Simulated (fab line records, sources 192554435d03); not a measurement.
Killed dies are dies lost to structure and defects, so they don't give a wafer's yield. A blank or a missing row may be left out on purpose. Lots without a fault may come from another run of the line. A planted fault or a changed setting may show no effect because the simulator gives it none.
Split-lot experiment | flow n5_finfet | 7 lots, 21 wafers read, on a route of 1938 steps

THE SPLIT
At N5_BEOL_M2_EXPOSE_25 (exposes mask V1, defocus 5 nm), the setting dose_mj was moved away from the recipe's 63 on 9 of the 21 wafers read, by +1.9% to +7.1%. The other wafers ran this setting at the recipe's value.

FROM THE SPLIT TO THE READING: what the file shows between them, 2 steps
- N5_BEOL_M2_PEB_26: peb time 60 s
- N5_BEOL_M2_DEVELOP_27: develop time 30 s

THE READING
cd_nm, in nm, at N5_BEOL_M2_CD_MEAS_28 (target cd 26.2 nm, target cd y 24.1 nm). Fault-free wafers of this fab line usually give 26.20 nm, standard deviation 0.23 nm.

wafer  | tool, chamber at the split | dose_mj as run | against the recipe | cd_nm, nm | against lot-mates on the recipe
L078.2 | euv_scanner-02, 0          | 63             | recipe             | 26.26     | -
L078.3 | euv_scanner-02, 0          | 63             | recipe             | 26.21     | -
L078.4 | euv_scanner-02, 0          | 63             | recipe             | 26.01     | -
L083.4 | euv_scanner-01, 0          | 63             | recipe             | 26.18     | -
L083.5 | euv_scanner-01, 0          | 63             | recipe             | 26.55     | -
L083.6 | euv_scanner-01, 0          | 63             | recipe             | 26.02     | -
L085.2 | euv_scanner-01, 0          | 63             | recipe             | 26.52     | -
L085.3 | euv_scanner-01, 0          | 66.1           | +4.9%              | 27.21     | +0.69
L085.5 | euv_scanner-01, 0          | 63             | recipe             | 26.53     | -
L088.1 | euv_scanner-01, 0          | 63             | recipe             | 25.94     | -
L088.2 | euv_scanner-01, 0          | 67.45          | +7.1%              | 27.37     | +1.43
L088.3 | euv_scanner-01, 0          | 67.45          | +7.1%              | 27.21     | +1.27
L089.4 | euv_scanner-02, 0          | 64.86          | +3.0%              | 26.48     | no lot-mate on the recipe
L089.5 | euv_scanner-02, 0          | 64.86          | +3.0%              | 26.47     | no lot-mate on the recipe
L089.6 | euv_scanner-02, 0          | 64.86          | +3.0%              | 26.39     | no lot-mate on the recipe
L092.2 | euv_scanner-02, 0          | 64.2           | +1.9%              | 27.11     | +0.54
L092.3 | euv_scanner-02, 0          | 63             | recipe             | 26.60     | -
L092.6 | euv_scanner-02, 0          | 63             | recipe             | 26.54     | -
L095.2 | euv_scanner-02, 0          | 66.28          | +5.2%              | 26.73     | +0.66
L095.3 | euv_scanner-02, 0          | 63             | recipe             | 26.07     | -
L095.5 | euv_scanner-02, 0          | 66.28          | +5.2%              | 27.00     | +0.93

THE FIT
A straight line over all 21 wafers: cd_nm changes by +0.133 nm for each +1% of dose_mj; r = +0.80; the points scatter about the line by 0.26 nm.
The same after taking each lot's own level away (the mean of its wafers on the recipe; 18 wafers): +0.174 nm for each +1%; r = +0.96; scatter 0.15 nm.
On that fit, the largest move of dose_mj shifts the reading by 1.2 nm.
The lots' own levels span 25.940 to 26.570 nm, that is 2.7 times the standard deviation above.
So the lot-to-lot level blurs the effect unless lot-mates are compared.
Check: with one of the wafers moved furthest among these (+7.1%) left out of the fit, the line predicts +1.16 nm for it against its lot-mates. It came out at +1.43 nm against them.

OTHER SPLITS ON THESE WAFERS
These wafers also went through other splits before the reading. Each is held against what the fit with the lots' levels taken away leaves over:
other split on the same wafers | wafers away from the commonest value | r with cd_nm (lot level and that fit taken away)
N5_BEOL_M0_ETCH_109 bias_w     | 7                                    | +0.22
N5_BEOL_M1_COAT_67 spin_rpm    | 7                                    | -0.11
N5_BEOL_M1_COAT_76 spin_rpm    | 5                                    | -0.06
N5_BEOL_M2_COAT_22 spin_rpm    | 8                                    | +0.05

THE FILE'S OWN FIT
cd_nm changes by +0.173 nm for each +1% of dose_mj, r = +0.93.
